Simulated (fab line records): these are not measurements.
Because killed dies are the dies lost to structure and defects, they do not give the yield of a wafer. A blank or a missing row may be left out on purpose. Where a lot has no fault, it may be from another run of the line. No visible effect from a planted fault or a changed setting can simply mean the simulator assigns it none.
fab line records -- flow nand-harc
record: lots: 6, wafers: 18, last-day: 25
route steps=1159 shown A_SGD_CUT@750
lots untouched by any fault: they come from a run of this same line in which no faults occurred
start-h: hours from the record's opening day to when the first of the lot's shown wafers began -- wait-h: time in hours since the lot's previous step -- " unchanged from the row above -- L1.1+2: a single row standing in for several wafers -- - no value present, or no start provided -- * or withheld: withheld -- < > ~ a bound
route shown NAME@n: names a module that has steps shown in the file, with the first one's number in the route -- usual: mean/standard deviation taken from wafers without a fault -- same: alike in all rows -- chamber/n: place in a boat -- sites: the reading at each site -- _std_site: the values' standard deviation -- _edge_site: mean of outer sites minus mean of inner sites -- radius-mm: for every site, how far away it sits from the centre of the wafer -- mask NAME#n: copy n -- behind: the most recent tool/chamber to have shaped the wafer -- hold: why the lot went on hold/how many hours it stayed there/how the hold came to an end -- device: the n, p or np transistor that did not switch -- end of line: tests run on the same wafers once the route is complete -- where a step has no rows: the recipe by itself -- killed: the dies lost at the first sort to structure and to defects; this is not the yield of the wafer -- map: per-die view of a wafer (x killed, . not killed, _ where there is no die)
set.NAME: the setting as run; set.NAME@STEP: as run at that earlier step -- model.NAME: the simulator's own value behind a step, which no gauge read
lots at selected steps of the route; one table per step, one row per wafer
services: a tool's chamber out of use, with start hour (start-h, from the record's first day; less than 0 if before it), hours out, and reason
== steps ==
step: NHARC_A_SGD_CUT_COAT_56
recipe: temp-c: 260, time-s: 75
step: NHARC_A_SGD_CUT_COAT_57
recipe: temp-c: 225, time-s: 65
step: NHARC_A_SGD_CUT_COAT_03
recipe: spin-rpm: 1500, resist-thk-nm: 90
step: NHARC_A_SGD_CUT_SOFTBAKE_04
recipe: temp-c: 105, time-s: 55
step: NHARC_A_SGD_CUT_EBR_05
step: NHARC_A_SGD_CUT_EXPOSE_06
recipe: na: 1.35, dose-mj: 85.59, mask-id: SGD
step: NHARC_A_SGD_CUT_PEB_07
recipe: peb-temp-c: 100, peb-time-s: 65
step: NHARC_A_SGD_CUT_DEVELOP_08
recipe: develop-time-s: 35, dev-temp-c: 23
step: NHARC_A_SGD_CUT_CD_MEAS_09
recipe: target-cd-nm: 100, landing-energy-ev: 500
usual: cd-nm: 100.0/0.57
lot.wafer,tool,chamber,start-h,wait-h,cd-nm
L859.2,cd-sem-01,0,320.48,-,99.9
L859.4,cd-sem-01,0,320.48,-,99.9
L859.5,cd-sem-01,0,320.48,-,100.1
L867.1,cd-sem-01,0,373.17,-,99.3
L867.3,cd-sem-01,0,373.17,-,99.6
L867.6,cd-sem-01,0,373.17,-,99.0
L868.1,cd-sem-01,0,404.93,-,100.5
L868.3,cd-sem-01,0,404.93,-,100.0
L868.5,cd-sem-01,0,404.93,-,101.0
L874.3,cd-sem-02,0,435.86,-,100.9
L874.4,cd-sem-02,0,435.86,-,100.3
L874.6,cd-sem-02,0,435.86,-,100.1
L879.2,cd-sem-03,0,448.05,-,98.9
L879.3,cd-sem-03,0,448.05,-,99.2
L879.6,cd-sem-03,0,448.05,-,100.2
L877.1,cd-sem-02,0,448.21,-,99.4
L877.2,cd-sem-02,0,448.21,-,99.8
L877.5,cd-sem-02,0,448.21,-,100.0
step: NHARC_A_SGD_CUT_OVL_MEAS_10
usual: overlay-x-nm: 0.0/0.86, overlay-y-nm: 0.1/0.78
lot.wafer,tool,chamber,start-h,wait-h,overlay-x-nm,overlay-y-nm
L859.2,overlay-02,-,320.57,-,-0.2,0.6
L859.4,overlay-02,-,320.57,-,-0.6,1.5
L859.5,overlay-02,-,320.57,-,-0.6,1.2
L867.1,overlay-01,-,373.26,-,1.0,1.1
L867.3,overlay-01,-,373.26,-,1.8,1.1
L867.6,overlay-01,-,373.26,-,1.7,0.4
L868.1,overlay-01,-,405.03,-,2.2,0.3
L868.3,overlay-01,-,405.03,-,2.2,0.5
L868.5,overlay-01,-,405.03,-,2.5,0.2
L874.3,overlay-02,-,435.94,-,-0.3,1.6
L874.4,overlay-02,-,435.94,-,-0.3,1.4
L874.6,overlay-02,-,435.94,-,-0.4,0.8
L879.2,overlay-01,-,448.14,-,0.8,-1.7
L879.3,overlay-01,-,448.14,-,0.2,-1.6
L879.6,overlay-01,-,448.14,-,0.0,-1.4
L877.1,overlay-02,-,448.31,-,-1.1,0.8
L877.2,overlay-02,-,448.31,-,-0.7,0.6
L877.5,overlay-02,-,448.31,-,-0.8,0.1
step: NHARC_A_SGD_CUT_INSPECT_11
usual: raw-defect-count: 18/10
lot.wafer,tool,chamber,start-h,wait-h,raw-defect-count
L859.2,defect-inspect-02,-,320.60,0.0,24
L859.4,defect-inspect-02,-,320.60,0.0,16
L859.5,defect-inspect-02,-,320.60,0.0,16
L867.1,defect-inspect-01,-,373.30,0.0,7
L867.3,defect-inspect-01,-,373.30,0.0,19
L867.6,defect-inspect-01,-,373.30,0.0,9
L868.1,defect-inspect-01,-,405.06,0.0,22
L868.3,defect-inspect-01,-,405.06,0.0,36
L868.5,defect-inspect-01,-,405.06,0.0,41
L874.3,defect-inspect-01,-,435.98,0.0,31
L874.4,defect-inspect-01,-,435.98,0.0,35
L874.6,defect-inspect-01,-,435.98,0.0,28
L879.2,defect-inspect-01,-,448.18,0.0,7
L879.3,defect-inspect-01,-,448.18,0.0,14
L879.6,defect-inspect-01,-,448.18,0.0,15
L877.1,defect-inspect-02,-,448.34,0.0,9
L877.2,defect-inspect-02,-,448.34,0.0,13
L877.5,defect-inspect-02,-,448.34,0.0,9
step: NHARC_A_SGD_CUT_DESCUM_14
recipe: time-s: 3, o2-flow-sccm: 200, ar-flow-sccm: 0, bias-power-w: 0, chemistry: O2
usual: chamber-pressure-mTorr: 60.00/0.056, drypump-motor-current-A: 5.7/0.4, oes-product-au: 1.004/0.0091, rf-vpp-V: 57.8/0.9, showerhead-plenum-p-Torr: 1.93/0.09, throttle-valve-pct: 11.311/0.0092
same: bias-power-w: 0
lot.wafer,tool,chamber,start-h,wait-h,chamber-pressure-mTorr,drypump-motor-current-A,oes-product-au,rf-hours-counter-h,rf-vpp-V,showerhead-plenum-p-Torr,throttle-valve-pct
L859.2,rie-diel-04,1,320.67,0.1,59.99,5.2,0.992,2,58.7,2.03,11.311
L859.4,rie-diel-04,3,320.67,0.1,59.89,6.2,1.005,2,58.1,1.88,11.301
L859.5,rie-diel-04,1,320.67,0.1,60.01,5.2,0.991,-,58.4,2.03,11.313
L867.1,rie-diel-04,1,373.37,0.1,59.94,5.2,1.002,6,58.1,2.03,11.319
L867.3,rie-diel-04,3,373.37,0.1,60.07,6.2,1.015,6,56.5,1.88,11.298
L867.6,rie-diel-04,1,373.37,0.1,60.00,5.2,1.002,-,59.1,2.03,11.308
L868.1,rie-diel-02,0,405.13,0.1,60.01,5.5,1.000,7,58.1,1.94,11.315
L868.3,rie-diel-02,1,405.13,0.1,59.99,6.0,1.009,5,58.2,1.80,11.309
L868.5,rie-diel-02,1,405.13,0.1,60.01,6.0,1.003,-,56.9,1.80,11.298
L874.3,rie-diel-04,3,436.06,0.1,60.02,6.2,1.004,11,58.4,1.88,11.324
L874.4,rie-diel-04,0,436.06,0.1,59.98,5.7,1.008,-,56.6,2.04,11.307
L874.6,rie-diel-04,1,436.06,0.1,60.01,5.2,1.012,-,56.8,2.03,11.308
L879.2,rie-diel-01,2,448.28,0.1,60.02,5.1,1.012,9,59.1,1.94,11.306
L879.3,rie-diel-01,0,448.28,0.1,60.04,6.3,1.026,7,57.4,1.92,11.299
L879.6,rie-diel-01,2,448.28,0.1,60.04,5.0,1.013,-,58.4,1.94,11.306
L877.1,rie-diel-02,2,448.40,0.1,59.93,5.4,1.002,11,58.2,1.87,11.308
L877.2,rie-diel-02,1,448.40,0.1,59.94,6.1,1.008,11,56.9,1.79,11.298
L877.5,rie-diel-02,2,448.40,0.1,59.90,5.4,1.010,-,56.6,1.88,11.315
step: NHARC_A_SGD_CUT_ETCH_58
recipe: target-depth-a: 390, over-etch-frac: 0.3, time-s: 65, ion-energy-ev: 80, cf4-flow-sccm: 150, ar-flow-sccm: 0, rf-w: 300, bias-w: 100, chemistry: CF4
usual: bias-w: 100.01/0.29, cf4-flow-sccm: 150.0/0.44, chamber-pressure-mTorr: 50.00/0.045, drypump-motor-current-A: 5.7/0.4, oes-product-au: 1.006/0.0093, rf-vpp-V: 151.6/1.2, showerhead-plenum-p-Torr: 1.78/0.076, throttle-valve-pct: 13.285/0.0088
lot.wafer,tool,chamber,start-h,wait-h,bias-w,cf4-flow-sccm,chamber-pressure-mTorr,drypump-motor-current-A,oes-product-au,rf-hours-counter-h,rf-vpp-V,showerhead-plenum-p-Torr,throttle-valve-pct
L859.2,rie-diel-04,1,320.75,0.1,100.15,150.1,50.06,5.2,1.005,2,150.6,1.87,13.292
L859.4,rie-diel-04,2,320.75,0.1,99.88,149.8,49.99,5.8,0.998,1,152.4,1.89,13.288
L859.5,rie-diel-04,2,320.75,0.1,100.05,149.7,50.00,5.8,1.002,-,152.4,1.89,13.287
L867.3,rie-diel-04,3,373.44,0.1,-,-,-,-,-,-,-,-,-
L867.1,rie-diel-04,2,373.44,0.1,-,-,-,-,-,-,-,-,-
L867.6,rie-diel-04,0,373.44,0.1,-,-,-,-,-,-,-,-,-
L868.3,rie-diel-02,1,405.21,0.1,-,-,-,-,-,-,-,-,-
L868.1,rie-diel-02,2,405.21,0.1,-,-,-,-,-,-,-,-,-
L868.5,rie-diel-02,1,405.21,0.1,-,-,-,-,-,-,-,-,-
L874.3,rie-diel-04,0,436.14,0.1,100.24,150.2,50.04,5.7,1.003,11,152.7,1.88,13.276
L874.4,rie-diel-04,0,436.14,0.1,100.33,150.6,50.00,5.7,1.007,-,152.5,1.88,13.289
L874.6,rie-diel-04,1,436.14,0.1,100.18,149.6,50.04,5.2,1.016,-,152.4,1.87,13.294
L879.3,rie-diel-01,2,448.39,0.1,100.25,150.2,50.02,5.1,1.010,9,153.0,1.80,13.282
L879.2,rie-diel-01,0,448.39,0.1,99.76,149.7,50.00,6.4,1.005,7,151.3,1.78,13.281
L879.6,rie-diel-01,1,448.39,0.1,99.77,149.7,50.00,5.6,1.013,-,151.5,1.79,13.287
L877.1,rie-diel-02,1,448.49,0.1,100.36,151.1,49.98,6.0,1.010,11,150.1,1.67,13.277
L877.2,rie-diel-02,2,448.49,0.1,99.96,150.5,49.97,5.3,1.010,11,150.8,1.74,13.289
L877.5,rie-diel-02,1,448.49,0.1,100.63,150.2,50.02,6.1,1.010,-,149.6,1.67,13.297
step: NHARC_A_SGD_CUT_ETCH_59
recipe: target-depth-a: 2600, over-etch-frac: 0.25, time-s: 406.25, ion-energy-ev: 200, n2-flow-sccm: 150, h2-flow-sccm: 150, ar-flow-sccm: 0, rf-w: 400, bias-w: 150, chemistry: N2/H2
usual: bias-w: 150.0/0.45, chamber-pressure-mTorr: 30.00/0.031, drypump-motor-current-A: 5.7/0.4, oes-product-au: 1.005/0.0091, rf-vpp-V: 431.0/2.8, showerhead-plenum-p-Torr: 2.06/0.098, throttle-valve-pct: 14.172/0.0098
lot.wafer,tool,chamber,start-h,wait-h,bias-w,chamber-pressure-mTorr,drypump-motor-current-A,oes-product-au,rf-hours-counter-h,rf-vpp-V,showerhead-plenum-p-Torr,throttle-valve-pct
L859.2,rie-diel-04,2,-,-,150.7,30.04,5.8,1.017,1,436.2,2.20,14.163
L859.4,rie-diel-04,1,-,-,150.9,29.98,5.2,0.999,2,434.4,2.17,14.174
L859.5,rie-diel-04,2,-,-,150.9,29.94,5.8,0.998,-,433.2,2.20,14.166
L867.1,rie-diel-04,0,373.53,0.1,149.7,30.02,5.7,0.999,6,434.0,2.18,14.184
L867.3,rie-diel-04,2,373.53,0.1,150.2,29.96,5.8,1.000,6,434.6,2.20,14.162
L867.6,rie-diel-04,1,373.53,0.1,150.2,30.03,5.2,1.009,-,433.1,2.17,14.162
L868.3,rie-diel-02,0,405.30,0.1,149.3,30.01,5.5,0.993,7,431.0,2.06,14.178
L868.1,rie-diel-02,2,405.30,0.1,149.9,30.00,5.3,0.999,6,429.0,2.00,14.189
L868.5,rie-diel-02,0,405.30,0.1,149.9,30.00,5.5,1.000,-,432.1,2.06,14.169
L874.4,rie-diel-04,2,-,-,149.7,29.99,5.8,0.987,11,435.9,2.20,14.182
L874.3,rie-diel-04,3,-,-,150.4,29.97,6.2,1.002,11,428.5,2.00,14.168
L874.6,rie-diel-04,1,-,-,149.6,29.98,5.2,1.004,-,434.0,2.17,14.167
L879.2,rie-diel-01,2,-,-,150.7,30.00,5.1,1.006,9,431.3,2.07,14.191
L879.3,rie-diel-01,0,-,-,150.2,30.05,6.4,1.020,7,430.7,2.05,14.183
L879.6,rie-diel-01,3,-,-,150.0,29.98,5.6,1.008,-,426.8,1.92,14.166
L877.1,rie-diel-02,0,-,-,149.6,30.02,5.5,0.999,13,430.6,2.06,14.162
L877.2,rie-diel-02,2,-,-,149.5,30.00,5.4,1.009,11,428.9,2.00,14.178
L877.5,rie-diel-02,3,-,-,149.3,29.99,6.1,1.008,-,424.7,1.89,14.165
== services ==
tool,chamber,start-h,hours,kind
rie-diel-04,0,298.07,-,clean
rie-diel-04,1,298.07,-,clean
rie-diel-04,2,298.07,-,clean
rie-diel-04,3,298.07,-,clean
rie-diel-01,-,314.80,9.0,pm
rie-diel-04,0,322.57,-,clean
rie-diel-04,1,322.57,-,clean
rie-diel-04,2,322.57,-,clean
rie-diel-04,3,322.57,-,clean
rie-diel-02,-,328.34,9.0,pm
rie-diel-04,0,347.07,-,clean
rie-diel-04,1,347.07,-,clean
rie-diel-04,2,347.07,-,clean
rie-diel-04,3,347.07,-,clean
rie-diel-01,0,351.34,3.3,repair
rie-diel-02,1,359.73,7.4,repair
rie-diel-01,1,367.25,9.1,repair
rie-diel-04,0,371.57,-,clean
rie-diel-01,0,371.65,7.3,repair
rie-diel-01,3,417.50,6.4,repair
rie-diel-04,2,417.78,2.6,repair
rie-diel-04,2,428.72,7.5,repair
rie-diel-02,3,431.82,3.5,repair
rie-diel-01,3,435.57,9.0,repair
== key ==
first-sign: step: NHARC_A_SGD_CUT_ETCH_58, reading: tool-record, direction: missing
effect none on later readings
met-at NHARC_A_SGD_CUT_ETCH_58
struck-wafers L867.1,L867.3,L867.6,L868.1,L868.3,L868.5
later-rows-left-out L867.1,L867.3,L867.6,L868.1,L868.3,L868.5
sort-left-out L867.1,L867.3,L867.6,L868.1,L868.3,L868.5
tester-left-out L867,L868
onset-between 320.75 373.44
fault: kind: skipped-step-whole, tool: rie-diel-02,rie-diel-04, chamber: -, onset-h: 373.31, steps: NHARC_A_SGD_CUT_ETCH_58, scope: struck-lots-only
tester-left-out: of these lots the tester's yield and bins aren't shown, on N5 and GAA mostly nor the transistor test; their killed dies are dies lost to structure and defects alone, not to doping, threshold or leakage, so they don't give the yield
sort-left-out: the simulated sort isn't trusted on such a fault, so these wafers' sort isn't shown, and their yield isn't known
later-rows-left-out: the simulator's readings of these wafers behind a module that went badly wrong aren't trusted and aren't shown, but for the sort
